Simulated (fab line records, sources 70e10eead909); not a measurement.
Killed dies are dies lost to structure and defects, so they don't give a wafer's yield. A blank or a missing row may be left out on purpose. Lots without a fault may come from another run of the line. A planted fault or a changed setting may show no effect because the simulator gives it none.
Chamber matching | flow nand_harc | NHARC_A_BONDPAD_STRIP_15 on rie_diel-03: 4 sister chambers
The step strips in O2. 20 wafers are shown with their chamber, then 10 later ones without.

WAFERS WITH THEIR CHAMBER
wafer  | chamber | drypump_motor_current_A (A) | oes_product_au (a.u.) | throttle_valve_pct (%)
L075.2 | 1       | 5.64                        | 0.983                 | 17.043
L075.5 | 2       | 6.03                        | 0.996                 | 17.030
L075.6 | 3       | 5.70                        | 1.005                 | 17.029
L076.1 | 3       | 5.67                        | 1.006                 | 17.056
L076.3 | 2       | 6.04                        | 1.003                 | 17.028
L076.5 | 3       | 5.68                        | 1.001                 | 17.026
L077.2 | 0       | 5.39                        | 0.990                 | 17.035
L077.5 | 2       | 6.00                        | 0.991                 | 17.027
L077.6 | 1       | 5.65                        | 0.984                 | 17.056
L078.2 | 2       | 6.04                        | 1.008                 | 17.020
L078.5 | 2       | 6.04                        | 1.000                 | 17.043
L078.6 | 3       | 5.66                        | 1.014                 | 17.036
L080.1 | 1       | 5.63                        | 0.984                 | 17.022
L080.2 | 3       | 5.62                        | 1.005                 | 17.048
L080.6 | 1       | 5.64                        | 0.979                 | 17.030
L079.1 | 2       | 6.04                        | 0.999                 | 17.030
L079.5 | 2       | 6.07                        | 0.995                 | 17.039
L079.6 | 1       | 5.63                        | 0.975                 | 17.045
L081.2 | 1       | 5.64                        | 0.987                 | 17.031
L081.3 | 0       | 5.37                        | 0.998                 | 17.041

SIGNATURES (means of the wafers above)
reading                 | chamber 0 | chamber 1 | chamber 2 | chamber 3 | scatter within a chamber
drypump_motor_current_A | 5.3800    | 5.6383    | 6.0371    | 5.6660    | 0.0202
oes_product_au          | 0.99400   | 0.98200   | 0.99886   | 1.00620   | 0.00501
throttle_valve_pct      | 17.03800  | 17.03783  | 17.03100  | 17.03900  | 0.0106
Rule: a wafer's distance from a chamber is the root of the sum, over the readings, of the square of ((its reading less the chamber's mean) divided by the reading's scatter). The wafer belongs to the nearest chamber; if the next one is less than 2 further off, it can't be placed. The scatter: the root of (the sum of the squares of (reading less its chamber's mean) over the shown wafers, divided by (wafers less chambers)).

WAFERS WITHOUT THEIR CHAMBER
wafer  | drypump_motor_current_A (A) | oes_product_au (a.u.) | throttle_valve_pct (%)
L081.5 | 6.01                        | 1.010                 | 17.028
L087.2 | 5.66                        | 0.988                 | 17.046
L087.5 | 5.65                        | 0.990                 | 17.035
L087.6 | 6.03                        | 0.992                 | 17.030
L092.1 | 5.65                        | 0.990                 | 17.031
L092.5 | 5.62                        | 1.000                 | 17.049
L092.6 | 6.03                        | 0.995                 | 17.026
L097.1 | 5.65                        | 0.985                 | 17.049
L097.5 | 5.67                        | 1.005                 | 17.039
L097.6 | 6.05                        | 0.993                 | 17.034

WHICH CHAMBER EACH WENT THROUGH
wafer  | from the rows above     | in truth
L081.5 | 2                       | 2
L087.2 | can't be placed: 1 or 3 | 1
L087.5 | can't be placed: 1 or 3 | 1
L087.6 | 2                       | 2
L092.1 | can't be placed: 1 or 3 | 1
L092.5 | can't be placed: 3 or 1 | 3
L092.6 | 2                       | 2
L097.1 | 1                       | 1
L097.5 | 3                       | 3
L097.6 | 2                       | 2
Placed correctly: 6 of 10. Can't be placed from these rows: 4 (the true chamber is among the candidates in 4). Placed wrongly: 0.
